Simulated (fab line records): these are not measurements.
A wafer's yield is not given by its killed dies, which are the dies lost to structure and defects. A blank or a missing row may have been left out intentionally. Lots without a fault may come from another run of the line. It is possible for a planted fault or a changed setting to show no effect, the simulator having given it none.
Check for tools in common ; flow nand-harc ; Lots sampled 14, wafers sampled 42

## WHY IT WAS OPENED
On 2 of the 14 lots, a flag is raised at NHARC_P_ZERO_WELL_CD_MEAS_37 on the reading cd-nm. No-fault wafers: 720.2 nm, standard deviation 1.5.
Rule: a lot is flagged in two cases, either no wafer of it has a number, or all its wafers with numbers fall more than 4 standard deviations from that mean. As for the other lots, they are considered sound.

lot;measured;on;cd-nm (nm), wafer by wafer;flag
L911;day 1 08:19;cd-sem-03;720.0 718.5 718.6;
L912;day 1 10:14;cd-sem-01;721.0 721.8 722.3;
L913;day 1 20:08;cd-sem-02;718.4 718.6 720.0;
L915;day 2 16:01;cd-sem-01;721.0 719.6 722.1;
L921;day 5 04:13;cd-sem-01;641.0 638.8 640.6;FLAGGED
L923;day 6 00:14;cd-sem-01;638.4 639.3 640.9;FLAGGED
L924;day 6 10:31;cd-sem-03;721.5 721.7 722.3;
L925;day 6 19:59;cd-sem-01;721.7 723.2 722.6;
L926;day 7 05:50;cd-sem-03;718.1 719.4 721.7;
L927;day 7 16:06;cd-sem-03;719.8 720.1 720.2;
L930;day 8 22:07;cd-sem-03;719.8 720.3 721.2;
L931;day 9 07:50;cd-sem-01;720.8 719.5 720.8;
L932;day 9 19:03;cd-sem-01;720.4 721.4 723.4;
L933;day 10 03:50;cd-sem-03;719.1 718.5 721.0;
On average the flagged lots' numbers are 639.8 nm, which is -80.4 nm against the usual, or -54 standard deviations.

## EACH LOT AND THE TOOL IT RAN ON
The record holds 3 process steps before the reading, out of a route of 1302 steps. Read each cell as the tool, then ch plus the chambers that the sampled wafers visited, then the start.
lot;flag;NHARC_P_ZERO_WELL_ETCH_65;NHARC_P_ZERO_WELL_DESCUM_26;NHARC_P_ZERO_WELL_EXPOSE_34
L911;;rie-diel-04 ch 0,1, day 1 05:38;rie-diel-04 ch 0,1,3, day 1 06:57;krf-scanner-02 ch 0, day 1 08:09
L912;;rie-diel-04 ch 0,1,3, day 1 07:26;rie-diel-05 ch 0,2,3, day 1 08:44;krf-scanner-03 ch 0, day 1 10:04
L913;;rie-diel-03 ch 0,2,3, day 1 17:30;rie-diel-03 ch 1,2,3, day 1 18:48;krf-scanner-03 ch 0, day 1 19:59
L915;;rie-diel-04 ch 0,3, day 2 13:22;rie-diel-03 ch 1,2,3, day 2 14:31;krf-scanner-04 ch 0, day 2 15:51
L921;FLAGGED;rie-diel-03 ch 0,1,3, day 5 01:28;rie-diel-05 ch 0,1,3, day 5 02:44;krf-scanner-04 ch 0, day 5 04:03
L923;FLAGGED;rie-diel-03 ch 0,1, day 5 21:29;rie-diel-04 ch 0,3, day 5 22:44;krf-scanner-04 ch 0, day 6 00:05
L924;;rie-diel-04 ch 0,3, day 6 07:47;rie-diel-05 ch 0,2, day 6 09:03;krf-scanner-02 ch 0, day 6 10:22
L925;;rie-diel-05 ch 0,1, day 6 17:22;rie-diel-04 ch 1,2,3, day 6 18:38;krf-scanner-02 ch 0, day 6 19:50
L926;;rie-diel-03 ch 2,3, day 7 03:22;rie-diel-05 ch 0,1,3, day 7 04:31;krf-scanner-02 ch 0, day 7 05:41
L927;;rie-diel-03 ch 2,3, day 7 13:37;rie-diel-03 ch 0,3, day 7 14:44;krf-scanner-02 ch 0, day 7 15:56
L930;;rie-diel-05 ch 0,3, day 8 19:29;rie-diel-05 ch 0,1, day 8 20:38;krf-scanner-02 ch 0, day 8 21:57
L931;;rie-diel-04 ch 0,1,3, day 9 05:22;rie-diel-03 ch 0,1,2, day 9 06:30;krf-scanner-02 ch 0, day 9 07:41
L932;;rie-diel-03 ch 1,3, day 9 16:24;rie-diel-04 ch 0,3, day 9 17:41;krf-scanner-02 ch 0, day 9 18:54
L933;;rie-diel-03 ch 0,2,3, day 10 01:22;rie-diel-03 ch 0,1,2, day 10 02:29;krf-scanner-02 ch 0, day 10 03:41
What is done by these steps:
- NHARC_P_ZERO_WELL_ETCH_65: etches the open film in N2/H2, target depth 80 nm, overetch 24 nm, time 87.88 s.
- NHARC_P_ZERO_WELL_DESCUM_26: chemistry O2, time 3 s.
- NHARC_P_ZERO_WELL_EXPOSE_34: exposes mask P PWELL, target cd 720 nm.
- NHARC_P_ZERO_WELL_CD_MEAS_37: target cd 720 nm.

## FLAGGED OVER TOTAL, TOOL BY TOOL (the gauges that took the reading come last)
step;tool;lots run;flagged;share of the flagged lots;sound lots run after its first flagged lot
NHARC_P_ZERO_WELL_ETCH_65;rie-diel-03;7;2;all;4 (L926,L927,L932,L933)
NHARC_P_ZERO_WELL_ETCH_65;rie-diel-04;5;0;none;-
NHARC_P_ZERO_WELL_ETCH_65;rie-diel-05;2;0;none;-
NHARC_P_ZERO_WELL_DESCUM_26;rie-diel-03;5;0;none;-
NHARC_P_ZERO_WELL_DESCUM_26;rie-diel-04;4;1;some;2 (L925,L932)
NHARC_P_ZERO_WELL_DESCUM_26;rie-diel-05;5;1;some;3 (L924,L926,L930)
NHARC_P_ZERO_WELL_EXPOSE_34;krf-scanner-02;9;0;none;-
NHARC_P_ZERO_WELL_EXPOSE_34;krf-scanner-03;2;0;none;-
NHARC_P_ZERO_WELL_EXPOSE_34;krf-scanner-04;3;2;all;0
NHARC_P_ZERO_WELL_CD_MEAS_37;cd-sem-01;7;2;all;3 (L925,L931,L932)
NHARC_P_ZERO_WELL_CD_MEAS_37;cd-sem-02;1;0;none;-
NHARC_P_ZERO_WELL_CD_MEAS_37;cd-sem-03;6;0;none;-

## WHAT THE TABLE ALLOWS
In the table, 3 rows ran each flagged lot (rie-diel-03 at NHARC_P_ZERO_WELL_ETCH_65; krf-scanner-04 at NHARC_P_ZERO_WELL_EXPOSE_34; cd-sem-01 at NHARC_P_ZERO_WELL_CD_MEAS_37).
- rie-diel-03 at NHARC_P_ZERO_WELL_ETCH_65: 2 of its 7 lots flagged. Lots that were sound ran on it after the first flagged one (L926, L927, L932, L933); a persistent fault on the entire tool would not allow that.
- krf-scanner-04 at NHARC_P_ZERO_WELL_EXPOSE_34: 2 of its 3 lots flagged. Last sound lot L915 at day 2 15:51, first flagged lot L921 at day 5 04:03; a fault beginning in between fits. Its own readings (exposure-dose-mJ-cm2) fall more than 4 standard deviations out on all wafers of the flagged lots.
- cd-sem-01 at NHARC_P_ZERO_WELL_CD_MEAS_37: 2 of its 7 lots flagged. Lots that were sound ran on it after the first flagged one (L925, L931, L932); a persistent fault on the entire tool would not allow that.
One tool is left: krf-scanner-04 at NHARC_P_ZERO_WELL_EXPOSE_34.

## WHAT WAS PUT IN BY THE SIMULATOR
Process parameter drift: krf-scanner-04, from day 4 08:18 on, at NHARC_P_ZERO_WELL_EXPOSE_34. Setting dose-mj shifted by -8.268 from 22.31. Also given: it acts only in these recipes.
Shown lots that were struck: L921, L923. The rule above reached the same finding.
